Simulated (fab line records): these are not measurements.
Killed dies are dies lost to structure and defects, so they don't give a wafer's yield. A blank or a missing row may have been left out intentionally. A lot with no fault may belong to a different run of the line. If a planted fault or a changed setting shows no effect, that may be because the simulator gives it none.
Struck lot and sound lot, side by side / flow n5_finfet / 39 steps out of a route of 1938
Sound: wafers L810.2, L810.3, L810.6. Wafers L823.4, L823.5, L823.6 were the ones struck. The cause is named last.
For every step that has rows: the tool of each side, followed by ch and its chambers, followed by its first start. Under that, the readings that differ: sound wafers / struck wafers / difference of the means / sigmas: that difference in standard deviations of wafers without a fault.
alike: readings with means less than 2 such deviations apart, plus words and numbers identical on both sides. not compared: withheld readings, readings lacking a value on some wafer, bounds such as >300 that could conceal the same value, and numbers that have no deviation in the record and whose values overlap.
A row with sigmas, a row that says differs or no value, or rows on one side alone: a step with any of these is where the two part. Numbers that don't overlap but have no deviation are shown without sigmas and don't part them. A reading missing from all wafers of one side parts the sides only when that side holds two or more wafers.

first, 9 steps without rows for these wafers: N5_PMOS_HMC_CHANNEL_EPI_HM_STRIP_35 (strips SiO2 in dHF, material SiO2, target depth 39.6 nm, time 216 s); N5_PMOS_HMC_CHANNEL_EPI_SRD_39 (time 30 s); N5_PMOS_HMC_CHANNEL_EPI_CMP_21 (polishes SiGe30, target thk 54 nm); N5_PMOS_HMC_CHANNEL_EPI_PRECLEAN_40 (cleans in DHF, time 30 s); N5_PMOS_HMC_CHANNEL_EPI_PRECLEAN_37 (cleans in O3/DIW, time 45 s); N5_PMOS_HMC_CHANNEL_EPI_PRECLEAN_24 (cleans in DHF, time 30 s); N5_PMOS_HMC_CHANNEL_EPI_SRD_25 (time 30 s); N5_PMOS_HMC_CHANNEL_EPI_EPI_26 (deposits Si from SiH4/H2, target thk 3.8 nm, time 22.7 s); N5_FIN_SAQP_PRECLEAN_42 (cleans in O3/DIW, time 60 s).
N5_FIN_SAQP_PRECLEAN_00: cleans in SC1, time 60 s.
  sound on wet_bench-01 ch 3,5,6, day 2 14:46; struck on wet_bench-01 ch 2,6,7, day 5 20:32
  alike: nh4oh_flow_mL_min
then, 17 steps without rows for these wafers: N5_FIN_SAQP_PRECLEAN_44 (cleans in SC2, time 45 s); N5_FIN_SAQP_SRD_01 (time 30 s); N5_FIN_SAQP_ALD_61 (deposits SiO2, target thk 4 nm, pulse time 1 s, purge time 2 s); N5_FIN_SAQP_DENSIFY_62 (time 60 s); N5_FIN_SAQP_HM_DEP_03 (deposits SiNx from SiH4/NH3/N2, target thk 38 nm, time 33.6 s); N5_FIN_SAQP_PECVD_47 (deposits a-Si from SiH4/He, target thk 45 nm, time 36.3 s); N5_FIN_SAQP_PECVD_48 (deposits SiNx from SiH4/NH3/N2, target thk 25 nm, time 22.1 s); N5_FIN_SAQP_PECVD_06 (deposits a-Si from SiH4/He, target thk 60 nm, time 48.1 s); N5_FIN_SAQP_HM_DEP_72 (deposits SiO2 from SiH4/N2O, target thk 12 nm, time 7.2 s); N5_FIN_SAQP_COAT_49 (time 60 s, resist thk 100 nm); N5_FIN_SAQP_COAT_50 (time 60 s, resist thk 35 nm); N5_FIN_SAQP_COAT_10 (resist thk 90 nm); N5_FIN_SAQP_EBR_12; N5_FIN_SAQP_SOFTBAKE_11 (time 60 s); N5_FIN_SAQP_EXPOSE_13 (exposes mask FIN CORE, target cd 35.6 nm); N5_FIN_SAQP_PEB_14 (peb time 60 s); N5_FIN_SAQP_DEVELOP_15 (develop time 30 s).
N5_FIN_SAQP_INSPECT_18: inspects for defects (brightfield).
  sound on defect_inspect-01 at day 2 16:08; struck on defect_inspect-01 at day 5 21:56
reading=raw_defect_count; sound=598 483 340; struck=648 778 806; difference=+270; sigmas=+2
then, 7 steps without rows for these wafers: N5_FIN_SAQP_DESCUM_21 (chemistry O2, time 7.9 s); N5_FIN_SAQP_ETCH_51 (etches SiARC in CF4, target depth 45.5 nm, time 75.8 s); N5_FIN_SAQP_ETCH_52 (etches SOC in N2/H2, target depth 100 nm, overetch 20 nm, time 150 s); N5_FIN_SAQP_STRIP_53 (strips in N2/H2); N5_FIN_SAQP_HM_OPEN_73 (chemistry CHF3/O2, target SiO2, stops on a-Si, target depth 12 nm, time 16.8 s); N5_FIN_SAQP_STRIP_74 (strips in CHF3/O2); N5_FIN_SAQP_MANDREL_ETCH_22 (etches a-Si in HBr/Cl2, stops on SiNx, target depth 60 nm, bt time 10 s, time 30 s).
N5_FIN_SAQP_INSPECT_40: inspects for defects (brightfield).
  sound on defect_inspect-01 at day 2 21:26; struck on defect_inspect-02 at day 6 02:10
reading=raw_defect_count; sound=371 207 247; struck=593 608 839; difference=+405; sigmas=+7
N5_FIN_CUT_INSPECT_10: inspects for defects (brightfield).
  sound on defect_inspect-01 at day 2 21:49; struck on defect_inspect-01 at day 6 02:33
reading=raw_defect_count; sound=69 36 39; struck=407 395 449; difference=+369; sigmas=+34
-- here the record skips 6 days between the struck wafers' starts before and after, leaving off in module FIN_CUT and picking up in module BEOL_M4 (first step shown: number 1111 of the route) --
N5_BEOL_M4_RC_MEAS_101:
  sound on prober-01 ch 0, day 8 16:52; struck on prober-02 ch 0, day 11 15:26
  alike: DIBL_N, DIBL_P, IOFF_N, IOFF_P, ION_N, ION_P, SS_N, SS_P, VT_N, VT_P
-- the record jumps here: 4 days lie between the struck wafers' starts before and after (it left off in module BEOL_M4 and takes up again in module PASSIVATION, whose first step shown is number 1936 of the route) --
N5_PASSIVATION_PROBE_49:
  sound on prober-01 at day 12 23:43; struck on prober-01 at day 15 19:58
reading=defect_limited_yield (%); sound=91.8 90.3; struck=88.7 81.8 85.8; difference=-5.6; sigmas=-4
reading=killed_at_front_end; sound=33 46; struck=91 144 120; difference=+79; sigmas=+6
reading=killed_at_other; sound=7 7; struck=0 0 1; difference=-7; sigmas=-3
reading=killed_dies; sound=97 115; struck=133 215 168; difference=+66; sigmas=+4
reading=sort_bin_5_function (%); sound=4.6 6.0; struck=6.0 11.7 8.6; difference=+3.5; sigmas=+3
reading=sort_n_pass; sound=1083 1065; struck=1047 965 1012; difference=-66; sigmas=-4
reading=sort_yield_pct (%); sound=91.8 90.3; struck=88.7 81.8 85.8; difference=-5.6; sigmas=-4
  alike: killed_at_M0_to_M3, killed_at_M4_up, killed_at_contacts, killed_open, killed_short, sort_bin_4_leakage, sort_bin_6_memory

## WHERE THEY PART
First at N5_FIN_SAQP_INSPECT_18; last, within this record, at N5_PASSIVATION_PROBE_49.

WHY: what had been put in by the simulator
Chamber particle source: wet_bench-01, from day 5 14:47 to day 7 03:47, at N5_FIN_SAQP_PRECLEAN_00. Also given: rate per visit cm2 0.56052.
